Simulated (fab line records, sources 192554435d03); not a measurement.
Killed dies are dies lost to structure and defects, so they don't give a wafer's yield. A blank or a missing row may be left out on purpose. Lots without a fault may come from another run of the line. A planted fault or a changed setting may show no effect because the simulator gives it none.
Which tool did it? | flow n5_finfet | 11 lots, 31 wafers sampled, at 4 steps of a route of 1938

WHAT THE GAUGES READ, wafer by wafer
N5_PMOS_HMC_CHANNEL_EPI_INSPECT_11: inspects for defects (macro). Usual: raw_defect_count 2.1, standard deviation 1.4.
lot  | measured    | on                | raw_defect_count | flag
L220 | day 1 19:06 | defect_inspect-02 | 4 1 2            |
L222 | day 2 05:23 | defect_inspect-01 | 1 3 1            |
L224 | day 2 17:38 | defect_inspect-02 | 1 0 2            |
L229 | day 3 23:25 | defect_inspect-02 | 1 2 3            |
L230 | day 4 05:16 | defect_inspect-01 | 1 1 1            |
L232 | day 4 18:57 | defect_inspect-02 | 2 3 2            |
L234 | day 5 05:16 | defect_inspect-01 | 1 0 2            |
L235 | day 5 11:24 | defect_inspect-02 | 2 4 3            |
L239 | day 6 12:41 | defect_inspect-01 | 2 0              |
L242 | day 7 06:39 | defect_inspect-01 | 4 4              |
L243 | day 7 12:02 | defect_inspect-01 | 1 1 4            |

N5_PMOS_HMC_CHANNEL_EPI_THK_MEAS_22. Usual: HMC_CMP_THK 54.3 nm, standard deviation 0.8.
lot  | measured    | on            | HMC_CMP_THK (nm) | flag
L220 | day 1 21:27 | film_metro-01 | 55.4 54.1 53.8   |
L222 | day 2 07:41 | film_metro-02 | 54.7 55.6 55.6   |
L224 | day 2 20:07 | film_metro-02 | 53.6 54.2 54.3   |
L229 | day 4 01:58 | film_metro-02 | 57.8 57.8 57.2   | OFF
L230 | day 4 07:53 | film_metro-02 | 58.4 56.7 56.9   | OFF
L232 | day 4 21:14 | film_metro-01 | 53.2 54.9 54.1   |
L234 | day 5 07:52 | film_metro-01 | 55.2 54.5 54.4   |
L235 | day 5 13:42 | film_metro-01 | 55.4 54.4 54.2   |
L239 | day 6 15:04 | film_metro-01 | 54.6 53.8        |
L242 | day 7 09:10 | film_metro-02 | 53.9 55.7        |
L243 | day 7 14:27 | film_metro-02 | 54.8 53.9 54.8   |

WHICH TOOL RAN EACH LOT (tool, then ch and the chambers of the sampled wafers, then the start)
lot  | N5_PMOS_HMC_CHANNEL_EPI_HM_OPEN_15 | N5_PMOS_HMC_CHANNEL_EPI_FIN_RECESS_16
L220 | rie_diel-04 ch 0,2,3, day 1 19:16  | rie_si-01 ch 0,2,3, day 1 19:39
L222 | rie_diel-03 ch 1,2,3, day 2 05:29  | rie_si-02 ch 0,3, day 2 05:52
L224 | rie_diel-03 ch 0,1,2, day 2 17:53  | rie_si-02 ch 1,2,3, day 2 18:19
L229 | rie_diel-02 ch 0,1,3, day 3 23:46  | rie_si-01 ch 2,3, day 4 00:09
L230 | rie_diel-03 ch 0,1,3, day 4 05:43  | rie_si-01 ch 0,3, day 4 06:05
L232 | rie_diel-02 ch 0,2,3, day 4 19:04  | rie_si-04 ch 0,1,2, day 4 19:26
L234 | rie_diel-02 ch 1,2,3, day 5 05:41  | rie_si-04 ch 1,2,3, day 5 06:04
L235 | rie_diel-02 ch 0,2,3, day 5 11:31  | rie_si-02 ch 1,2,3, day 5 11:53
L239 | rie_diel-03 ch 0,2, day 6 12:49    | rie_si-02 ch 2, day 6 13:14
L242 | rie_diel-03 ch 0,2, day 7 06:47    | rie_si-02 ch 1,3, day 7 07:21
L243 | rie_diel-03 ch 0,2,3, day 7 12:16  | rie_si-02 ch 1,2,3, day 7 12:38
- N5_PMOS_HMC_CHANNEL_EPI_HM_OPEN_15: chemistry CHF3/O2, target SiO2, target depth 40.6 nm, time 20.3 s.
- N5_PMOS_HMC_CHANNEL_EPI_FIN_RECESS_16: chemistry HBr/Cl2, target Si, target depth 54 nm, time 18 s.

WHAT THE TOOLS THEMSELVES READ (means of the sampled wafers that have a number; where no wafer has one, the mark that the record gives instead)
N5_PMOS_HMC_CHANNEL_EPI_HM_OPEN_15. Usual: bias_w 170.0 W, standard deviation 0.52; drypump_motor_current_A 5.7 A, standard deviation 0.42; oes_product_au 0.78 a.u., standard deviation 0.082; rf_vpp_V 521 V, standard deviation 8.8; showerhead_plenum_p_Torr 2.41 Torr, standard deviation 0.085; throttle_valve_pct 18.95 %, standard deviation 0.18.
lot  | tool        | bias_w (W) | drypump_motor_current_A (A) | oes_product_au (a.u.) | rf_vpp_V (V) | showerhead_plenum_p_Torr (Torr) | throttle_valve_pct (%) | flag
L220 | rie_diel-04 | 170.1      | 6.0                         | 0.74                  | 522          | 2.38                            | 19.05                  |
L222 | rie_diel-03 | 170.0      | 5.9                         | 0.85                  | 515          | 2.50                            | 18.93                  |
L224 | rie_diel-03 | 170.0      | 5.6                         | 0.81                  | 520          | 2.45                            | 19.05                  |
L229 | rie_diel-02 | 170.1      | 5.2                         | 0.75                  | 523          | 2.34                            | 18.88                  |
L230 | rie_diel-03 | 169.1      | 5.8                         | 0.76                  | 517          | 2.48                            | 19.13                  |
L232 | rie_diel-02 | 170.6      | 5.4                         | 0.75                  | 527          | 2.35                            | 18.87                  |
L234 | rie_diel-02 | 170.3      | 5.5                         | 0.80                  | 530          | 2.39                            | 18.72                  |
L235 | rie_diel-02 | 169.4      | 5.4                         | 0.76                  | 529          | 2.35                            | 18.90                  |
L239 | rie_diel-03 | 170.0      | 5.6                         | 0.81                  | 520          | 2.42                            | 19.05                  |
L242 | rie_diel-03 | 169.8      | 5.6                         | 0.81                  | 520          | 2.42                            | 19.05                  |
L243 | rie_diel-03 | 170.4      | 5.8                         | 0.81                  | 517          | 2.46                            | 19.04                  |

N5_PMOS_HMC_CHANNEL_EPI_FIN_RECESS_16. Usual: bias_w 75.01 W, standard deviation 0.22; drypump_motor_current_A 5.9 A, standard deviation 0.44; oes_product_au 0.995 a.u., standard deviation 0.02; throttle_valve_pct 35.5 %, standard deviation 0.32.
lot  | tool      | bias_w (W) | drypump_motor_current_A (A) | oes_product_au (a.u.) | throttle_valve_pct (%) | flag
L220 | rie_si-01 | 74.97      | 6.0                         | 0.992                 | 35.8                   |
L222 | rie_si-02 | 74.93      | 6.1                         | 1.024                 | 35.4                   |
L224 | rie_si-02 | 75.02      | 5.8                         | 0.988                 | 35.1                   |
L229 | rie_si-01 | 75.12      | 6.3                         | 0.981                 | 35.8                   |
L230 | rie_si-01 | 74.98      | 6.1                         | 0.991                 | 35.9                   |
L232 | rie_si-04 | 75.11      | 6.1                         | 0.982                 | 35.5                   |
L234 | rie_si-04 | 75.19      | 6.1                         | 0.995                 | 35.4                   |
L235 | rie_si-02 | 75.24      | 5.8                         | 0.995                 | 35.1                   |
L239 | rie_si-02 | 74.97      | 5.2                         | 0.972                 | 35.2                   |
L242 | rie_si-02 | 75.08      | 6.2                         | 1.002                 | 35.1                   |
L243 | rie_si-02 | 75.06      | 5.8                         | 0.996                 | 35.1                   |

THE ANSWER, worked out from the rows above alone
Rule: a lot is off if the mean of its wafers that have a number lies more than 3 standard deviations from the usual mean. A lot without any number at a reading at which 4 lots or more have one is off too. The other lots that the step has rows for count as sound. The gauges are gone through in route order, then the tools' own readings, and for those a lot's mean is taken as printed above. The first step at which some lot is off is used, and at that step the reading that is off furthest; a lot without a number counts as furthest.
Off: L229, L230, at N5_PMOS_HMC_CHANNEL_EPI_THK_MEAS_22 (HMC_CMP_THK).
A tool fits if, at a process step before that reading, it ran every lot that is off, and no sound lot after the first of them. The gauges at N5_PMOS_HMC_CHANNEL_EPI_THK_MEAS_22 are tried like those tools. One fits: rie_si-01 at N5_PMOS_HMC_CHANNEL_EPI_FIN_RECESS_16. Its last sound lot is L220 (day 1 19:39), its first lot that is off L229 (day 4 00:09): a fault that began between those two fits.

WHAT THE SIMULATOR HAD PUT IN
Process parameter drift: rie_si-01, from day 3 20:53 on, at N5_PMOS_HMC_CHANNEL_EPI_FIN_RECESS_16. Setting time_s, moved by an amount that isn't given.
Lots struck among those shown: L229, L230. The rule above found the same.
